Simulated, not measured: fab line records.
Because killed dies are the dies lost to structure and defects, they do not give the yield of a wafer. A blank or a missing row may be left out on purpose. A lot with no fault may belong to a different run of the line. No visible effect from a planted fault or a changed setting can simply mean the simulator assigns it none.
Chamber matching :: flow n5-finfet :: N5_BEOL_M7_VIA_ETCH_34 on rie-diel-02 has 4 sister chambers
The step etches SiCOH lowk in C4F6/O2, target depth 125.5 nm, time 50.5 s. 4 wafers are shown with their chamber, then 9 later ones without.

== WAFERS, EACH WITH ITS CHAMBER ==
wafer: L077.2
chamber: 2
drypump-motor-current-A (A): 5.9

wafer: L077.5
chamber: 0
drypump-motor-current-A (A): 5.0

wafer: L088.4
chamber: 1
drypump-motor-current-A (A): 6.0

wafer: L088.5
chamber: 3
drypump-motor-current-A (A): 5.5

== WAFERS WITH NO CHAMBER GIVEN ==
wafer: L091.2
drypump-motor-current-A (A): 5.5

wafer: L091.3
drypump-motor-current-A (A): 6.0

wafer: L091.5
drypump-motor-current-A (A): 5.9

wafer: L090.4
drypump-motor-current-A (A): 6.0

wafer: L090.5
drypump-motor-current-A (A): 6.0

wafer: L090.6
drypump-motor-current-A (A): 5.1

wafer: L096.2
drypump-motor-current-A (A): 5.4

wafer: L096.4
drypump-motor-current-A (A): 5.0

wafer: L096.6
drypump-motor-current-A (A): 5.0

== CHAMBER TAKEN BY EACH ==
wafer: L091.2
from the rows above: 3
in truth: 3

wafer: L091.3
from the rows above: 1
in truth: 1

wafer: L091.5
from the rows above: 2
in truth: 2

wafer: L090.4
from the rows above: 1
in truth: 1

wafer: L090.5
from the rows above: 1
in truth: 1

wafer: L090.6
from the rows above: 0
in truth: 0

wafer: L096.2
from the rows above: 3
in truth: 3

wafer: L096.4
from the rows above: 0
in truth: 0

wafer: L096.6
from the rows above: 0
in truth: 0
Placed correctly: 9 of 9. Not placeable from these rows: 0. Placed wrongly: 0.
How it was worked out, from the rows above alone: a wafer's distance from a chamber is the root of the sum, over the readings, of the square of ((its reading less the chamber's mean) divided by the reading's scatter). If the next closest chamber is less than 2 further off than the closest, the wafer can't be placed; otherwise it belongs to the closest. For every chamber, the mean is computed from those of its wafers that are shown. The scatter (one wafer shown for each chamber): square how far every hidden wafer sits from the nearest shown wafer, average those squares and take the square root.
